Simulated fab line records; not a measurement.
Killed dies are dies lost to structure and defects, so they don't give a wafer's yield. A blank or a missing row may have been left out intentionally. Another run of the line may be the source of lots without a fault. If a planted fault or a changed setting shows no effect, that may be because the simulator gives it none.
Chamber matching / flow n5-finfet / N5_BEOL_M0_PRE_CLEAN_131 on cvd-co-02: 3 sister chambers
The step time 15 s. 3 wafers are shown with their chamber, then 12 later ones without.

## WAFERS WITH THEIR CHAMBER
wafer=L090.1; chamber=1; heater-power-w (W)=29
wafer=L090.2; chamber=2; heater-power-w (W)=102
wafer=L090.3; chamber=0; heater-power-w (W)=82

## WAFERS WITHOUT THEIR CHAMBER
wafer=L090.4; heater-power-w (W)=30
wafer=L090.5; heater-power-w (W)=101
wafer=L090.6; heater-power-w (W)=80
wafer=L091.3; heater-power-w (W)=104
wafer=L091.4; heater-power-w (W)=82
wafer=L091.6; heater-power-w (W)=103
wafer=L093.2; heater-power-w (W)=83
wafer=L093.5; heater-power-w (W)=29
wafer=L093.6; heater-power-w (W)=83
wafer=L096.3; heater-power-w (W)=82
wafer=L096.5; heater-power-w (W)=30
wafer=L096.6; heater-power-w (W)=101

## EACH ONE'S CHAMBER
wafer=L090.4; from the rows above=1; in truth=1
wafer=L090.5; from the rows above=2; in truth=2
wafer=L090.6; from the rows above=0; in truth=0
wafer=L091.3; from the rows above=2; in truth=2
wafer=L091.4; from the rows above=0; in truth=0
wafer=L091.6; from the rows above=2; in truth=2
wafer=L093.2; from the rows above=0; in truth=0
wafer=L093.5; from the rows above=1; in truth=1
wafer=L093.6; from the rows above=0; in truth=0
wafer=L096.3; from the rows above=0; in truth=0
wafer=L096.5; from the rows above=1; in truth=1
wafer=L096.6; from the rows above=2; in truth=2
Placed correctly: 12 of 12. From these rows, 0 cannot be placed. Wrongly placed: 0.
How it was worked out, from the rows above alone: a wafer's distance from a chamber is the root of the sum, over the readings, of the square of ((its reading less the chamber's mean) divided by the reading's scatter). The wafer belongs to the nearest chamber; if the next one is less than 2 further off, it can't be placed. For every chamber, the mean is computed from those of its wafers that are shown. The scatter: with one shown wafer a chamber, the root of the mean of the squares of how far each hidden wafer lies from its nearest shown one.
